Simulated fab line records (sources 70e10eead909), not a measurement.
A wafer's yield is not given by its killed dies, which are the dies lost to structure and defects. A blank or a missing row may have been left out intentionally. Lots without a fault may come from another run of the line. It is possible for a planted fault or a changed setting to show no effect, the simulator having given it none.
The tool behind it: which one? || flow nand-harc || 72 wafers from 24 lots sampled at 2 of the route's 1302 steps

WHAT EACH GAUGE READ, for each wafer
NHARC_P_M0_INSPECT_11. Usual: raw-defect-count 4.3, standard deviation 2.5.
{"lot": "L074", "measured": "day 6 02:13", "on": "defect-inspect-01", "raw-defect-count": "3 8 3", "flag": ""}
{"lot": "L075", "measured": "day 6 09:56", "on": "defect-inspect-02", "raw-defect-count": "5 4 5", "flag": ""}
{"lot": "L076", "measured": "day 6 16:23", "on": "defect-inspect-01", "raw-defect-count": "2 5 4", "flag": ""}
{"lot": "L077", "measured": "day 7 02:27", "on": "defect-inspect-01", "raw-defect-count": "4 3 7", "flag": ""}
{"lot": "L078", "measured": "day 7 16:39", "on": "defect-inspect-01", "raw-defect-count": "3 6 10", "flag": ""}
{"lot": "L079", "measured": "day 7 23:50", "on": "defect-inspect-01", "raw-defect-count": "3 3 5", "flag": ""}
{"lot": "L080", "measured": "day 8 11:21", "on": "defect-inspect-01", "raw-defect-count": "1 3 4", "flag": ""}
{"lot": "L081", "measured": "day 9 02:15", "on": "defect-inspect-02", "raw-defect-count": "6 10 15", "flag": ""}
{"lot": "L082", "measured": "day 10 01:04", "on": "defect-inspect-02", "raw-defect-count": "2 2 4", "flag": ""}
{"lot": "L083", "measured": "day 10 01:23", "on": "defect-inspect-01", "raw-defect-count": "2 1 1", "flag": ""}
{"lot": "L084", "measured": "day 10 02:32", "on": "defect-inspect-01", "raw-defect-count": "1 4 4", "flag": ""}
{"lot": "L085", "measured": "day 10 16:21", "on": "defect-inspect-01", "raw-defect-count": "3 7 1", "flag": ""}
{"lot": "L086", "measured": "day 10 21:48", "on": "defect-inspect-01", "raw-defect-count": "1 2 6", "flag": ""}
{"lot": "L087", "measured": "day 11 17:22", "on": "defect-inspect-01", "raw-defect-count": "2 3 1", "flag": ""}
{"lot": "L089", "measured": "day 12 04:16", "on": "defect-inspect-02", "raw-defect-count": "4 5 2", "flag": ""}
{"lot": "L088", "measured": "day 12 06:58", "on": "defect-inspect-01", "raw-defect-count": "8 4 10", "flag": ""}
{"lot": "L090", "measured": "day 12 18:02", "on": "defect-inspect-02", "raw-defect-count": "3 5 7", "flag": ""}
{"lot": "L091", "measured": "day 13 02:32", "on": "defect-inspect-01", "raw-defect-count": "5 3 4", "flag": ""}
{"lot": "L093", "measured": "day 13 18:34", "on": "defect-inspect-01", "raw-defect-count": "3 3 5", "flag": ""}
{"lot": "L092", "measured": "day 13 18:59", "on": "defect-inspect-02", "raw-defect-count": "4 5 4", "flag": ""}
{"lot": "L094", "measured": "day 14 15:10", "on": "defect-inspect-01", "raw-defect-count": "11 4 6", "flag": ""}
{"lot": "L095", "measured": "day 15 01:35", "on": "defect-inspect-02", "raw-defect-count": "9 4 5", "flag": ""}
{"lot": "L097", "measured": "day 15 16:12", "on": "defect-inspect-01", "raw-defect-count": "4 8 5", "flag": ""}
{"lot": "L096", "measured": "day 15 16:55", "on": "defect-inspect-02", "raw-defect-count": "3 2 6", "flag": ""}

WHICH TOOL RAN EACH LOT (tool, then ch and the chambers of the sampled wafers, then the start)
{"lot": "L074", "NHARC_P_CONTACT_DESCUM_17": "rie-diel-06 ch 0,3, day 5 21:55"}
{"lot": "L075", "NHARC_P_CONTACT_DESCUM_17": "rie-diel-06 ch 0,2,3, day 6 05:49"}
{"lot": "L076", "NHARC_P_CONTACT_DESCUM_17": "rie-diel-04 ch 0,1,2, day 6 11:48"}
{"lot": "L077", "NHARC_P_CONTACT_DESCUM_17": "rie-diel-04 ch 0,2,3, day 6 22:23"}
{"lot": "L078", "NHARC_P_CONTACT_DESCUM_17": "rie-diel-06 ch 0,2, day 7 12:38"}
{"lot": "L079", "NHARC_P_CONTACT_DESCUM_17": "rie-diel-06 ch 1,2, day 7 19:52"}
{"lot": "L080", "NHARC_P_CONTACT_DESCUM_17": "rie-diel-03 ch 1,2, day 8 07:06"}
{"lot": "L081", "NHARC_P_CONTACT_DESCUM_17": "rie-diel-04 ch 0,2,3, day 8 22:08"}
{"lot": "L082", "NHARC_P_CONTACT_DESCUM_17": "rie-diel-04 ch 0,1,3, day 9 20:26"}
{"lot": "L083", "NHARC_P_CONTACT_DESCUM_17": "rie-diel-03 ch 0,1,2, day 9 21:10"}
{"lot": "L084", "NHARC_P_CONTACT_DESCUM_17": "rie-diel-04 ch 0,1, day 9 21:51"}
{"lot": "L085", "NHARC_P_CONTACT_DESCUM_17": "rie-diel-03 ch 0,1, day 10 12:04"}
{"lot": "L086", "NHARC_P_CONTACT_DESCUM_17": "rie-diel-04 ch 1,3, day 10 17:40"}
{"lot": "L087", "NHARC_P_CONTACT_DESCUM_17": "rie-diel-04 ch 0,1,2, day 11 13:06"}
{"lot": "L089", "NHARC_P_CONTACT_DESCUM_17": "rie-diel-03 ch 0,1, day 12 00:01"}
{"lot": "L088", "NHARC_P_CONTACT_DESCUM_17": "rie-diel-06 ch 0,2,3, day 12 02:46"}
{"lot": "L090", "NHARC_P_CONTACT_DESCUM_17": "rie-diel-04 ch 0,1, day 12 13:50"}
{"lot": "L091", "NHARC_P_CONTACT_DESCUM_17": "rie-diel-04 ch 0,2,3, day 12 22:31"}
{"lot": "L093", "NHARC_P_CONTACT_DESCUM_17": "rie-diel-04 ch 0,1,2, day 13 14:31"}
{"lot": "L092", "NHARC_P_CONTACT_DESCUM_17": "rie-diel-03 ch 2,3, day 13 14:53"}
{"lot": "L094", "NHARC_P_CONTACT_DESCUM_17": "rie-diel-06 ch 0,1, day 14 11:02"}
{"lot": "L095", "NHARC_P_CONTACT_DESCUM_17": "rie-diel-06 ch 0,1,2, day 14 21:20"}
{"lot": "L097", "NHARC_P_CONTACT_DESCUM_17": "rie-diel-06 ch 0,2,3, day 15 12:04"}
{"lot": "L096", "NHARC_P_CONTACT_DESCUM_17": "rie-diel-03 ch 1,3, day 15 12:49"}
- NHARC_P_CONTACT_DESCUM_17: chemistry O2, time 3 s.

AS READ BY THE TOOLS THEMSELVES (means over the sampled wafers that have a number; for cases with no such wafer, the mark the record gives instead)
NHARC_P_CONTACT_DESCUM_17. Usual: drypump-motor-current-A 5.8 A, standard deviation 0.49; oes-product-au 1.001 a.u., standard deviation 0.0077; rf-vpp-V 57.5 V, standard deviation 0.97; showerhead-plenum-p-Torr 1.85 Torr, standard deviation 0.069; throttle-valve-pct 11.311 %, standard deviation 0.0086.
{"lot": "L074", "tool": "rie-diel-06", "drypump-motor-current-A (A)": 5.7, "oes-product-au (a.u.)": 0.998, "rf-vpp-V (V)": 57.3, "showerhead-plenum-p-Torr (Torr)": 1.85, "throttle-valve-pct (%)": 11.307, "flag": ""}
{"lot": "L075", "tool": "rie-diel-06", "drypump-motor-current-A (A)": 5.9, "oes-product-au (a.u.)": 0.996, "rf-vpp-V (V)": 57.1, "showerhead-plenum-p-Torr (Torr)": 1.83, "throttle-valve-pct (%)": 11.314, "flag": ""}
{"lot": "L076", "tool": "rie-diel-04", "drypump-motor-current-A (A)": 6.0, "oes-product-au (a.u.)": 0.999, "rf-vpp-V (V)": 58.3, "showerhead-plenum-p-Torr (Torr)": 1.83, "throttle-valve-pct (%)": 11.308, "flag": ""}
{"lot": "L077", "tool": "rie-diel-04", "drypump-motor-current-A (A)": 5.9, "oes-product-au (a.u.)": 1.005, "rf-vpp-V (V)": 57.6, "showerhead-plenum-p-Torr (Torr)": 1.85, "throttle-valve-pct (%)": 11.298, "flag": ""}
{"lot": "L078", "tool": "rie-diel-06", "drypump-motor-current-A (A)": 6.0, "oes-product-au (a.u.)": 0.999, "rf-vpp-V (V)": 58.1, "showerhead-plenum-p-Torr (Torr)": 1.86, "throttle-valve-pct (%)": 11.302, "flag": ""}
{"lot": "L079", "tool": "rie-diel-06", "drypump-motor-current-A (A)": 6.3, "oes-product-au (a.u.)": 0.987, "rf-vpp-V (V)": 58.2, "showerhead-plenum-p-Torr (Torr)": 1.90, "throttle-valve-pct (%)": 11.306, "flag": ""}
{"lot": "L080", "tool": "rie-diel-03", "drypump-motor-current-A (A)": 5.7, "oes-product-au (a.u.)": 1.006, "rf-vpp-V (V)": 56.5, "showerhead-plenum-p-Torr (Torr)": 1.86, "throttle-valve-pct (%)": 11.314, "flag": ""}
{"lot": "L081", "tool": "rie-diel-04", "drypump-motor-current-A (A)": 5.9, "oes-product-au (a.u.)": 1.007, "rf-vpp-V (V)": 55.9, "showerhead-plenum-p-Torr (Torr)": 1.85, "throttle-valve-pct (%)": 11.314, "flag": ""}
{"lot": "L082", "tool": "rie-diel-04", "drypump-motor-current-A (A)": 5.9, "oes-product-au (a.u.)": 1.001, "rf-vpp-V (V)": 58.4, "showerhead-plenum-p-Torr (Torr)": 1.83, "throttle-valve-pct (%)": 11.316, "flag": ""}
{"lot": "L083", "tool": "rie-diel-03", "drypump-motor-current-A (A)": 5.5, "oes-product-au (a.u.)": 1.004, "rf-vpp-V (V)": 57.9, "showerhead-plenum-p-Torr (Torr)": 1.84, "throttle-valve-pct (%)": 11.312, "flag": ""}
{"lot": "L084", "tool": "rie-diel-04", "drypump-motor-current-A (A)": 5.8, "oes-product-au (a.u.)": 1.013, "rf-vpp-V (V)": 57.4, "showerhead-plenum-p-Torr (Torr)": 1.84, "throttle-valve-pct (%)": 11.315, "flag": ""}
{"lot": "L085", "tool": "rie-diel-03", "drypump-motor-current-A (A)": 5.2, "oes-product-au (a.u.)": 0.998, "rf-vpp-V (V)": 57.4, "showerhead-plenum-p-Torr (Torr)": 1.87, "throttle-valve-pct (%)": 11.317, "flag": ""}
{"lot": "L086", "tool": "rie-diel-04", "drypump-motor-current-A (A)": 6.2, "oes-product-au (a.u.)": 1.002, "rf-vpp-V (V)": 57.6, "showerhead-plenum-p-Torr (Torr)": 1.81, "throttle-valve-pct (%)": 11.312, "flag": ""}
{"lot": "L087", "tool": "rie-diel-04", "drypump-motor-current-A (A)": 6.0, "oes-product-au (a.u.)": 1.000, "rf-vpp-V (V)": 57.7, "showerhead-plenum-p-Torr (Torr)": 1.83, "throttle-valve-pct (%)": 11.310, "flag": ""}
{"lot": "L089", "tool": "rie-diel-03", "drypump-motor-current-A (A)": 5.2, "oes-product-au (a.u.)": 1.000, "rf-vpp-V (V)": 57.2, "showerhead-plenum-p-Torr (Torr)": 1.86, "throttle-valve-pct (%)": 11.307, "flag": ""}
{"lot": "L088", "tool": "rie-diel-06", "drypump-motor-current-A (A)": 5.9, "oes-product-au (a.u.)": 1.005, "rf-vpp-V (V)": 57.3, "showerhead-plenum-p-Torr (Torr)": 1.83, "throttle-valve-pct (%)": 11.307, "flag": ""}
{"lot": "L090", "tool": "rie-diel-04", "drypump-motor-current-A (A)": 6.1, "oes-product-au (a.u.)": 1.006, "rf-vpp-V (V)": 57.5, "showerhead-plenum-p-Torr (Torr)": 1.81, "throttle-valve-pct (%)": 11.317, "flag": ""}
{"lot": "L091", "tool": "rie-diel-04", "drypump-motor-current-A (A)": 5.9, "oes-product-au (a.u.)": 0.996, "rf-vpp-V (V)": 57.6, "showerhead-plenum-p-Torr (Torr)": 1.85, "throttle-valve-pct (%)": 11.318, "flag": ""}
{"lot": "L093", "tool": "rie-diel-04", "drypump-motor-current-A (A)": 6.0, "oes-product-au (a.u.)": 1.009, "rf-vpp-V (V)": 56.0, "showerhead-plenum-p-Torr (Torr)": 1.83, "throttle-valve-pct (%)": 11.302, "flag": ""}
{"lot": "L092", "tool": "rie-diel-03", "drypump-motor-current-A (A)": 5.8, "oes-product-au (a.u.)": 1.002, "rf-vpp-V (V)": 57.8, "showerhead-plenum-p-Torr (Torr)": 1.87, "throttle-valve-pct (%)": 11.312, "flag": ""}
{"lot": "L094", "tool": "rie-diel-06", "drypump-motor-current-A (A)": 5.8, "oes-product-au (a.u.)": 1.010, "rf-vpp-V (V)": 57.3, "showerhead-plenum-p-Torr (Torr)": 1.99, "throttle-valve-pct (%)": 11.320, "flag": ""}
{"lot": "L095", "tool": "rie-diel-06", "drypump-motor-current-A (A)": 6.0, "oes-product-au (a.u.)": 0.992, "rf-vpp-V (V)": 57.5, "showerhead-plenum-p-Torr (Torr)": 1.91, "throttle-valve-pct (%)": 11.304, "flag": ""}
{"lot": "L097", "tool": "rie-diel-06", "drypump-motor-current-A (A)": 5.9, "oes-product-au (a.u.)": 1.000, "rf-vpp-V (V)": 56.6, "showerhead-plenum-p-Torr (Torr)": 1.83, "throttle-valve-pct (%)": 11.312, "flag": ""}
{"lot": "L096", "tool": "rie-diel-03", "drypump-motor-current-A (A)": 5.2, "oes-product-au (a.u.)": 0.996, "rf-vpp-V (V)": 56.8, "showerhead-plenum-p-Torr (Torr)": 1.91, "throttle-valve-pct (%)": 11.331, "flag": ""}

THE ANSWER, worked out from the rows above alone
Rule: a lot is off if the mean of its wafers that have a number lies more than 3 standard deviations from the usual mean. Also off: a lot with no number at a reading for which 4 or more lots have one. Any other lot the step has rows for is counted as sound. After the gauges, taken in route order, come the tools' own readings; for these a lot's mean is taken, as printed above. The first step at which some lot is off is used, and at that step the reading that is off furthest; a lot without a number counts as furthest.
No lot is off at any reading shown: from this, nothing can be told.

WHAT HAD BEEN PUT IN BY THE SIMULATOR
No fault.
